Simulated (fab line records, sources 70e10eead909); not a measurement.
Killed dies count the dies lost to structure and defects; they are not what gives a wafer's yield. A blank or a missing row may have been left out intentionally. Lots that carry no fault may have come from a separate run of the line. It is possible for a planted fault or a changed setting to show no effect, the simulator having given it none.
One fault seen from 3 desks | flow nand-harc | only its own numbers are on each desk; what lay behind them is given at the end

== METROLOGY DESK ==
What the gauges read for every lot (on any tool): the sampled wafers with a number, averaged. Any lot whose mean is over 4 standard deviations away from the usual mean is out of limits and marked OUT; that distance is given in the brackets.
Columns: A = cd-nm at NHARC_A_SLIT_CD_MEAS_21, usual 289.7 nm
lot  | first seen here | A
L990 | day 19 01:19    | 288.7
L991 | day 19 09:23    | 289.0
L994 | day 20 06:13    | 290.2
L992 | day 20 07:29    | 291.1
L995 | day 21 08:04    | 288.7
L993 | day 21 08:13    | 290.1
L103 | day 24 06:17    | 290.6
L104 | day 24 15:43    | 290.1
L109 | day 27 15:58    | 289.8
L112 | day 28 01:53    | 290.5
L111 | day 28 05:43    | 290.3
L113 | day 28 10:20    | 289.3
Finding of this desk: none of the 12 lots has anything out of limits.

== FOR THE TOOL OWNER'S DESK: cvd-w-01 ==
The tool's own readings at NHARC_A_WL_FILL_CVD_20 (deposits W, target thk 100 nm, time 74 s): means of the sampled wafers that have a number, for each lot that ran on this tool. Any lot whose mean is over 4 standard deviations away from the usual mean is out of limits and marked OUT; that distance is given in the brackets.
Columns: A = heater-power-w at NHARC_A_WL_FILL_CVD_20, usual 786 W; B = mfc-wf6-sccm at NHARC_A_WL_FILL_CVD_20, usual 39.98 sccm; C = throttle-valve-pct at NHARC_A_WL_FILL_CVD_20, usual 7.91 %
lot  | first seen here | A   | B     | C
L990 | day 20 05:24    | 826 | 39.90 | 7.65
L991 | day 20 09:16    | 836 | 39.98 | 7.69
L992 | day 21 06:37    | 854 | 40.06 | 7.74
L993 | day 22 08:50    | 837 | 39.81 | 7.75
L103 | day 25 06:46    | 785 | 40.05 | 7.77
L112 | day 29 04:38    | 798 | 39.92 | 7.99
L113 | day 29 13:22    | 806 | 39.92 | 7.74
Finding of this desk: none of the 7 lots has anything out of limits.

== THE DEFECT DESK ==
Inspection counts along the route, by lot: the mean over sampled wafers that carry a number. Any lot whose mean is over 4 standard deviations away from the usual mean is out of limits and marked OUT; that distance is given in the brackets.
Columns: A = raw-defect-count at NHARC_A_SLIT_INSPECT_11, usual 64
lot  | first seen here | A
L990 | day 18 18:53    | 63
L991 | day 19 00:49    | 76
L994 | day 19 23:51    | 127
L992 | day 20 00:50    | 61
L995 | day 21 01:43    | 63
L993 | day 21 01:53    | 115
L103 | day 23 23:53    | 66
L104 | day 24 08:44    | 23
L109 | day 27 09:38    | 32
L112 | day 27 19:34    | 36
L111 | day 27 21:35    | 52
L113 | day 28 03:44    | 55
Finding of this desk: none of the 12 lots has anything out of limits.

== TAKEN TOGETHER ==
From the metrology desk's view, nothing was out of limits.
Nothing out of limits was seen by the tool owner's desk.
Nothing out of limits was seen by the defect desk.

== WHAT HAD BEEN PUT IN BY THE SIMULATOR ==
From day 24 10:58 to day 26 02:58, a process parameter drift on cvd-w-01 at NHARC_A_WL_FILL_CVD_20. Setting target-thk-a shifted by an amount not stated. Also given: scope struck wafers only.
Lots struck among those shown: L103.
